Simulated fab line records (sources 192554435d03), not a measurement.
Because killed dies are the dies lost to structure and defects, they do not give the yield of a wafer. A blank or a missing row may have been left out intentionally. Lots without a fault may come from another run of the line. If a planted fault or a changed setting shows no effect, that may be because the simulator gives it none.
Chamber matching ; flow n5_finfet ; 4 sister chambers for N5_BEOL_M8_STRIP_67 on rie_diel-04
The step strips in CF4. 4 wafers are shown with their chamber, then 12 later ones without.

== WAFERS PAIRED WITH THEIR CHAMBERS ==
wafer;chamber;drypump_motor_current_A (A)
L079.1;0;6.6
L083.3;1;5.7
L086.5;2;5.7
L086.6;3;5.7

== WAFERS WITHOUT THEIR CHAMBER ==
wafer;drypump_motor_current_A (A)
L090.2;5.7
L090.3;5.7
L090.5;5.7
L088.1;6.7
L088.4;5.7
L088.6;6.6
L091.1;5.8
L091.3;5.7
L091.6;5.7
L097.2;5.7
L097.3;6.6
L097.5;5.7

== CHAMBER TAKEN BY EACH ==
wafer;from the rows above;in truth
L090.2;can't be placed: 1 or 2 or 3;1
L090.3;can't be placed: 1 or 2 or 3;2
L090.5;can't be placed: 1 or 2 or 3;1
L088.1;0;0
L088.4;can't be placed: 1 or 2 or 3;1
L088.6;0;0
L091.1;can't be placed: 1 or 2 or 3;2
L091.3;can't be placed: 1 or 2 or 3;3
L091.6;can't be placed: 1 or 2 or 3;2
L097.2;can't be placed: 1 or 2 or 3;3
L097.3;0;0
L097.5;can't be placed: 1 or 2 or 3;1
Correctly placed: 3 of 12. From these rows, 9 cannot be placed; in 9 the true chamber is one of the candidates. Placed wrongly: 0.
How it was worked out, from the rows above alone: a wafer's distance from a chamber is the root of the sum, over the readings, of the square of ((its reading less the chamber's mean) divided by the reading's scatter). The wafer belongs to the nearest chamber; if the next one is less than 2 further off, it can't be placed. A chamber's mean is the mean of its shown wafers. The scatter: with one shown wafer a chamber, the root of the mean of the squares of how far each hidden wafer lies from its nearest shown one.
